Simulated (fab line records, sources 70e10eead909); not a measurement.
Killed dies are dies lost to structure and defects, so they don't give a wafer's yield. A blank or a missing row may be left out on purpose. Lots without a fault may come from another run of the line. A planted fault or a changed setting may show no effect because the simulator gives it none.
Chamber matching | flow nand_harc | NHARC_A_CONTACT_ETCH_110 on rie_diel-09: 4 sister chambers
The step etches the open film in CF4/O2, target depth 50 nm, overetch 5 nm, time 27.5 s. 18 wafers are shown with their chamber, then 9 later ones without.

WAFERS WITH THEIR CHAMBER
wafer  | chamber | drypump_motor_current_A (A) | rf_vpp_V (V) | oes_product_au (a.u.)
L194.1 | 2       | 5.9                         | 197.8        | 0.993
L194.4 | 1       | 6.2                         | 200.7        | 1.000
L194.5 | 1       | 6.2                         | 198.7        | 1.010
L196.2 | 2       | 5.8                         | 199.6        | 0.995
L196.4 | 1       | 6.2                         | 200.2        | 1.006
L196.6 | 2       | 5.9                         | 200.4        | 1.010
L200.2 | 0       | 5.5                         | 197.5        | 1.003
L200.5 | 2       | 5.9                         | 198.8        | 0.985
L200.6 | 3       | 5.1                         | 199.1        | 1.001
L207.3 | 3       | 5.1                         | 197.9        | 1.002
L207.4 | 1       | 6.2                         | 198.6        | 1.000
L207.5 | 0       | 5.5                         | 196.7        | 1.024
L212.1 | 2       | 5.9                         | 197.7        | 0.996
L212.3 | 1       | 6.2                         | 199.1        | 1.000
L212.6 | 3       | 5.1                         | 198.5        | 0.999
L213.2 | 0       | 5.5                         | 196.6        | 1.006
L213.4 | 1       | 6.2                         | 198.7        | 1.006
L213.5 | 1       | 6.2                         | 199.9        | 1.001

SIGNATURES (means of the wafers above)
reading                 | chamber 0 | chamber 1 | chamber 2 | chamber 3 | scatter within a chamber
drypump_motor_current_A | 5.500     | 6.200     | 5.880     | 5.100     | 0.0239
rf_vpp_V                | 196.933   | 199.414   | 198.860   | 198.500   | 0.882
oes_product_au          | 1.01100   | 1.00329   | 0.99580   | 1.00067   | 0.007
Rule: a wafer's distance from a chamber is the root of the sum, over the readings, of the square of ((its reading less the chamber's mean) divided by the reading's scatter). The wafer belongs to the nearest chamber; if the next one is less than 2 further off, it can't be placed. The scatter: the root of (the sum of the squares of (reading less its chamber's mean) over the shown wafers, divided by (wafers less chambers)).

WAFERS WITHOUT THEIR CHAMBER
wafer  | drypump_motor_current_A (A) | rf_vpp_V (V) | oes_product_au (a.u.)
L214.1 | 5.2                         | 199.6        | 1.004
L214.3 | 5.8                         | 200.3        | 0.998
L214.5 | 5.5                         | 195.6        | 1.013
L215.1 | 5.1                         | 198.7        | 1.003
L215.2 | 6.2                         | 199.7        | 1.000
L215.3 | 5.5                         | 196.5        | 1.007
L217.2 | 5.9                         | 200.7        | 1.000
L217.3 | 5.1                         | 198.3        | 1.008
L217.5 | 5.1                         | 199.7        | 1.011

WHICH CHAMBER EACH WENT THROUGH
wafer  | from the rows above | in truth
L214.1 | 3                   | 3
L214.3 | 2                   | 2
L214.5 | 0                   | 0
L215.1 | 3                   | 3
L215.2 | 1                   | 1
L215.3 | 0                   | 0
L217.2 | 2                   | 2
L217.3 | 3                   | 3
L217.5 | 3                   | 3
Placed correctly: 9 of 9. Can't be placed from these rows: 0. Placed wrongly: 0.
